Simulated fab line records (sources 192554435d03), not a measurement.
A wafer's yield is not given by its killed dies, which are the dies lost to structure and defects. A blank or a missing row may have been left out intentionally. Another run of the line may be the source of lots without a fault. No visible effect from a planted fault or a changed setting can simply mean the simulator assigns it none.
The tool behind it: which one? + flow n5_finfet + 29 wafers from 10 lots sampled at 7 of the route's 1938 steps

WHAT THE GAUGES READ, wafer by wafer
N5_BEOL_M2_INSPECT_59: inspects for defects (darkfield). Usual: raw_defect_count 80, standard deviation 26.
| lot  | measured     | on                | raw_defect_count | flag |
|------|--------------|-------------------|------------------|------|
| L560 | day 7 11:11  | defect_inspect-02 | 106 92 171       |      |
| L562 | day 8 04:02  | defect_inspect-01 | 101 71 71        |      |
| L563 | day 8 07:10  | defect_inspect-01 | 78 60 79         |      |
| L566 | day 9 04:11  | defect_inspect-01 | 110 75 62        |      |
| L567 | day 9 06:48  | defect_inspect-01 | 35 43            |      |
| L568 | day 9 11:13  | defect_inspect-01 | 62 77 57         |      |
| L571 | day 10 06:31 | defect_inspect-02 | 47 58 68         |      |
| L572 | day 10 10:13 | defect_inspect-01 | 101 63 78        |      |
| L573 | day 10 21:32 | defect_inspect-02 | 54 81 111        |      |
| L581 | day 12 20:08 | defect_inspect-01 | 78 59 108        |      |

N5_BEOL_M3_CD_MEAS_11: target cd 17.05 nm. Usual: cd_nm 16.96 nm, standard deviation 0.24.
| lot  | measured     | on        | cd_nm (nm)        | flag |
|------|--------------|-----------|-------------------|------|
| L560 | day 7 12:16  | cd_sem-01 | 16.74 16.77 16.98 |      |
| L562 | day 8 05:16  | cd_sem-01 | 16.84 17.30 16.82 |      |
| L563 | day 8 08:07  | cd_sem-01 | 17.11 16.63 16.86 |      |
| L566 | day 9 04:47  | cd_sem-01 | 16.76 16.85 16.77 |      |
| L567 | day 9 07:41  | cd_sem-03 | 17.32 17.43       |      |
| L568 | day 9 13:02  | cd_sem-03 | 16.93 16.86 17.15 |      |
| L571 | day 10 09:30 | cd_sem-01 | 13.48 13.48 13.46 | OFF  |
| L572 | day 10 11:05 | cd_sem-03 | 14.02 14.42 14.79 | OFF  |
| L573 | day 10 22:59 | cd_sem-01 | 15.08 15.08 15.04 | OFF  |
| L581 | day 12 20:50 | cd_sem-03 | 16.76 17.03 16.22 |      |

N5_BEOL_M3_CD_MEAS_18: pitch 36 nm, target cd 18 nm. Usual: cd_nm 17.9 nm, standard deviation 0.36.
| lot  | measured     | on        | cd_nm (nm)     | flag |
|------|--------------|-----------|----------------|------|
| L560 | day 7 13:12  | cd_sem-03 | 17.7 18.0 18.4 |      |
| L562 | day 8 05:49  | cd_sem-01 | 17.7 18.2 18.5 |      |
| L563 | day 8 08:46  | cd_sem-03 | 17.3 18.0 17.6 |      |
| L566 | day 9 05:21  | cd_sem-01 | 17.5 18.3 17.9 |      |
| L567 | day 9 08:26  | cd_sem-02 | 18.2 17.9      |      |
| L568 | day 9 13:37  | cd_sem-01 | 17.8 17.6 18.0 |      |
| L571 | day 10 10:10 | cd_sem-01 | 14.9 15.0 14.8 | OFF  |
| L572 | day 10 11:43 | cd_sem-02 | 15.2 15.2 15.3 | OFF  |
| L573 | day 10 23:32 | cd_sem-02 | 16.3 15.9 16.1 | OFF  |
| L581 | day 12 21:28 | cd_sem-02 | 17.7 17.7 17.5 |      |

N5_BEOL_M4_RC_MEAS_101. Usual: DIBL_N 36.1 mV/V, standard deviation 1.5; DIBL_P 36.1 mV/V, standard deviation 1.9; IOFF_N 0.159 nA/um, standard deviation 0.029; IOFF_P 0.21 nA/um, standard deviation 0.038; ION_N 675 uA/um, standard deviation 11; ION_P 464 uA/um, standard deviation 8.1; SS_N 71.5 mV/dec, standard deviation 0.57; SS_P 73.3 mV/dec, standard deviation 0.64; VT_N 249 mV, standard deviation 3.1; VT_P -250 mV, standard deviation 3.8.
| lot  | measured     | on        | DIBL_N (mV/V)  | DIBL_P (mV/V)  | IOFF_N (nA/um)    | IOFF_P (nA/um) | ION_N (uA/um) | ION_P (uA/um) | SS_N (mV/dec)  | SS_P (mV/dec)  | VT_N (mV)   | VT_P (mV)      | flag |
|------|--------------|-----------|----------------|----------------|-------------------|----------------|---------------|---------------|----------------|----------------|-------------|----------------|------|
| L560 | day 8 08:42  | prober-02 | 33.6 35.6 36.6 | 32.4 35.8 36.9 | 0.118 0.147 0.173 | 0.18 0.22 0.24 | 668 680 691   | 461 471 471   | 71.4 72.0 72.1 | 72.6 73.4 73.4 | 257 251 248 | -248 -249 -249 |      |
| L562 | day 9 00:53  | prober-02 | 34.6 36.3 35.7 | 34.7 36.2 35.8 | 0.141 0.157 0.162 | 0.19 0.21 0.21 | 683 676 677   | 467 466 469   | 70.9 72.1 71.3 | 72.6 73.3 72.5 | 250 249 249 | -252 -250 -249 |      |
| L563 | day 9 02:39  | prober-01 | 34.6 37.2 35.8 | 34.2 38.0 36.5 | 0.129 0.189 0.154 | 0.18 0.25 0.22 | 665 684 676   | 463 471 469   | 71.2 72.2 71.4 | 72.7 74.2 73.1 | 252 248 248 | -254 -248 -250 |      |
| L566 | day 10 03:05 | prober-02 | 37.8 37.4 36.2 | 38.2 37.0 36.6 | 0.171 0.156 0.140 | 0.24 0.21 0.21 | 679 670 657   | 470 456 465   | 72.0 71.8 71.6 | 74.1 73.5 73.0 | 250 254 249 | -249 -249 -250 |      |
| L567 | day 10 04:53 | prober-02 | 37.8 36.9      | 37.7 36.1      | 0.172 0.151       | 0.25 0.23      | 677 676       | 474 466       | 71.8 71.4      | 73.7 73.1      | 247 249     | -246 -247      |      |
| L568 | day 10 05:15 | prober-01 | 38.4 35.0 34.1 | 39.8 35.6 34.0 | 0.223 0.157 0.149 | 0.27 0.22 0.19 | 690 676 677   | 473 471 467   | 71.5 71.9 71.1 | 73.7 73.3 72.8 | 245 247 247 | -246 -249 -251 |      |
| L581 | day 14 09:27 | prober-01 | 36.2 36.6 34.8 | 36.8 36.4 36.0 | 0.181 0.180 0.168 | 0.23 0.23 0.23 | 684 680 686   | 469 468 473   | 71.1 70.9 71.5 | 73.3 72.5 73.6 | 247 246 244 | -247 -248 -247 |      |

TOOL THAT RAN EACH LOT (tool first, then ch and the chambers of the sampled wafers, then the start)
| lot  | N5_BEOL_M2_ANNEAL_95         | N5_BEOL_M2_DEP_57               | N5_BEOL_M3_EXPOSE_08              |
|------|------------------------------|---------------------------------|-----------------------------------|
| L560 | pvd_sputter-02, day 7 09:59  | pecvd-04 ch 0,1,2, day 7 11:06  | euv_scanner-01 ch 0, day 7 12:09  |
| L562 | pvd_sputter-01, day 8 02:45  | pecvd-04 ch 0,1, day 8 03:56    | euv_scanner-01 ch 0, day 8 05:08  |
| L563 | pvd_sputter-03, day 8 05:41  | pecvd-01 ch 1,2, day 8 07:04    | euv_scanner-01 ch 0, day 8 08:00  |
| L566 | pvd_sputter-03, day 9 02:49  | pecvd-01 ch 0,1, day 9 04:05    | euv_scanner-02 ch 0, day 9 04:40  |
| L567 | pvd_sputter-01, day 9 05:34  | pecvd-04 ch 0,2, day 9 06:42    | euv_scanner-02 ch 0, day 9 07:33  |
| L568 | pvd_sputter-01, day 9 09:56  | pecvd-01 ch 0,1,2, day 9 11:07  | euv_scanner-02 ch 0, day 9 12:55  |
| L571 | pvd_sputter-01, day 10 05:16 | pecvd-03 ch 1,2, day 10 06:26   | euv_scanner-02 ch 0, day 10 09:23 |
| L572 | pvd_sputter-03, day 10 08:57 | pecvd-03 ch 1,2, day 10 10:06   | euv_scanner-02 ch 0, day 10 10:58 |
| L573 | pvd_sputter-01, day 10 20:08 | pecvd-03 ch 0,1,2, day 10 21:27 | euv_scanner-02 ch 0, day 10 22:53 |
| L581 | pvd_sputter-01, day 12 18:55 | pecvd-03 ch 0,1, day 12 20:02   | euv_scanner-01 ch 0, day 12 20:43 |
- N5_BEOL_M2_ANNEAL_95: time 240 s.
- N5_BEOL_M2_DEP_57: deposits SiCN from 3MS/NH3, target thk 8 nm, time 14 s.
- N5_BEOL_M3_EXPOSE_08: exposes mask M3.

AS READ BY THE TOOLS THEMSELVES (means over the sampled wafers that have a number; for cases with no such wafer, the mark the record gives instead)
N5_BEOL_M2_ANNEAL_95. Usual: heater_power_w 819 W, standard deviation 72.
| lot  | tool           | heater_power_w (W) | flag |
|------|----------------|--------------------|------|
| L560 | pvd_sputter-02 | 834                |      |
| L562 | pvd_sputter-01 | 810                |      |
| L563 | pvd_sputter-03 | 787                |      |
| L566 | pvd_sputter-03 | 774                |      |
| L567 | pvd_sputter-01 | 858                |      |
| L568 | pvd_sputter-01 | 878                |      |
| L571 | pvd_sputter-01 | 861                |      |
| L572 | pvd_sputter-03 | 707                |      |
| L573 | pvd_sputter-01 | 879                |      |
| L581 | pvd_sputter-01 | 798                |      |

N5_BEOL_M2_DEP_57. Usual: showerhead_plenum_p_Torr 3.667 Torr, standard deviation 0.013; throttle_valve_pct 9.2 %, standard deviation 0.57.
| lot  | tool     | showerhead_plenum_p_Torr (Torr) | throttle_valve_pct (%) | flag |
|------|----------|---------------------------------|------------------------|------|
| L560 | pecvd-04 | 3.659                           | 9.2                    |      |
| L562 | pecvd-04 | 3.656                           | 9.3                    |      |
| L563 | pecvd-01 | 3.665                           | 9.3                    |      |
| L566 | pecvd-01 | 3.674                           | 9.5                    |      |
| L567 | pecvd-04 | 3.679                           | 9.2                    |      |
| L568 | pecvd-01 | 3.681                           | 9.7                    |      |
| L571 | pecvd-03 | 3.658                           | 8.8                    |      |
| L572 | pecvd-03 | 3.660                           | 8.5                    |      |
| L573 | pecvd-03 | 3.662                           | 9.1                    |      |
| L581 | pecvd-03 | 3.667                           | 9.7                    |      |

N5_BEOL_M3_EXPOSE_08. Usual: exposure_dose_mJ_cm2 32.95, standard deviation 0.043; focus_offset_nm 0.0 nm, standard deviation 0.56.
| lot  | tool           | exposure_dose_mJ_cm2 | focus_offset_nm (nm) | flag |
|------|----------------|----------------------|----------------------|------|
| L560 | euv_scanner-01 | 32.95                | 0.1                  |      |
| L562 | euv_scanner-01 | 32.97                | 0.4                  |      |
| L563 | euv_scanner-01 | 33.02                | 0.4                  |      |
| L566 | euv_scanner-02 | 32.97                | 0.1                  |      |
| L567 | euv_scanner-02 | 32.92                | 0.3                  |      |
| L568 | euv_scanner-02 | 32.93                | 0.1                  |      |
| L571 | euv_scanner-02 | 28.16                | -0.5                 | OFF  |
| L572 | euv_scanner-02 | 29.16                | 0.0                  | OFF  |
| L573 | euv_scanner-02 | 29.91                | 0.6                  | OFF  |
| L581 | euv_scanner-01 | 32.98                | -0.2                 |      |

THE ANSWER, worked out from the rows above alone
Rule: a lot is off if the mean of its wafers that have a number lies more than 3 standard deviations from the usual mean. Also off: a lot with no number at a reading for which 4 or more lots have one. Where the step has rows for the other lots, those lots are counted as sound. First the gauges in route order, then the tools' own readings, where a lot's mean is used as printed above. At the first step where some lot is off, the reading lying furthest off is the one used; lots without a number count as furthest.
Off at N5_BEOL_M3_CD_MEAS_11 (cd_nm): L571, L572, L573.
If a tool, at a process step before that reading, ran all the lots that are off and no sound lot after the first of them, it fits. The gauges at N5_BEOL_M3_CD_MEAS_11 aren't tried: what is off there is off at N5_BEOL_M3_EXPOSE_08 too, on other tools, and a gauge's error can't cause that. One fits: N5_BEOL_M3_EXPOSE_08 on euv_scanner-02. Its last sound lot is L568 (day 9 12:55), its first lot that is off L571 (day 10 09:23): a fault that began between those two fits.
The tool's own readings at N5_BEOL_M3_EXPOSE_08 bear it out: on the lots that are off they differ by more than 5 times the standard deviation of the sound lots' means. exposure_dose_mJ_cm2 reads 29.08 there against 32.96 on the sound lots.

WHAT THE SIMULATOR PUT IN
Process parameter drift: euv_scanner-02, from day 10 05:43 on, at N5_BEOL_M3_EXPOSE_08. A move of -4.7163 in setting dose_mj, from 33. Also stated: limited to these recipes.
Struck lots among those shown: L571, L572, L573. Same finding as the rule above.
